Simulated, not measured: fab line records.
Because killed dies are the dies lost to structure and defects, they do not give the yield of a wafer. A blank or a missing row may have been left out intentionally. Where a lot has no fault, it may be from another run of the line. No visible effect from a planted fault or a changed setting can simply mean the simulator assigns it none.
Chamber matching	flow n5-finfet	N5_BEOL_M10_CMP_52 on cmp-01 has 4 sister chambers
The step polishes, stops on SiCOH lowk, t overpolish 7 s, target thk 140 nm. 8 wafers are shown with their chamber, then 8 later ones without.

WAFERS, EACH WITH ITS CHAMBER
wafer	chamber	motor-current-A (A)	time-to-endpoint-s (s)
L079.2	0	6.6	68.6
L079.4	3	6.0	65.0
L084.4	0	6.1	66.8
L084.5	2	5.5	64.6
L091.1	1	7.0	66.6
L091.3	3	5.8	63.4
L091.4	2	5.5	64.8
L092.2	1	7.1	60.8

WAFERS WITHOUT THEIR CHAMBER
wafer	motor-current-A (A)	time-to-endpoint-s (s)
L092.4	5.8	64.1
L092.6	5.3	62.1
L093.2	5.5	65.1
L093.5	6.1	66.1
L093.6	6.3	62.9
L096.2	5.6	63.8
L096.3	6.0	66.3
L096.4	7.0	65.6

THE CHAMBER EACH PASSED THROUGH
wafer	from the rows above	in truth
L092.4	can't be placed: 3 or 2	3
L092.6	can't be placed: 2 or 3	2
L093.2	can't be placed: 2 or 3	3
L093.5	can't be placed: 3 or 0 or 2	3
L093.6	can't be placed: 3 or 0 or 1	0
L096.2	can't be placed: 2 or 3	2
L096.3	can't be placed: 3 or 0 or 2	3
L096.4	1	1
Correct placement for 1 of the 8. Unplaceable from these rows: 7, with the true chamber sitting among the candidates in 7. 0 placed wrongly.
How it was worked out, from the rows above alone: a wafer's distance from a chamber is the root of the sum, over the readings, of the square of ((its reading less the chamber's mean) divided by the reading's scatter). If the next closest chamber is less than 2 further off than the closest, the wafer can't be placed; otherwise it belongs to the closest. Each chamber's mean is taken over the wafers shown for it. How the scatter is found: for the shown wafers, subtract from each reading the mean of its chamber, square and add these, divide the total by (wafers less chambers), then take the root.
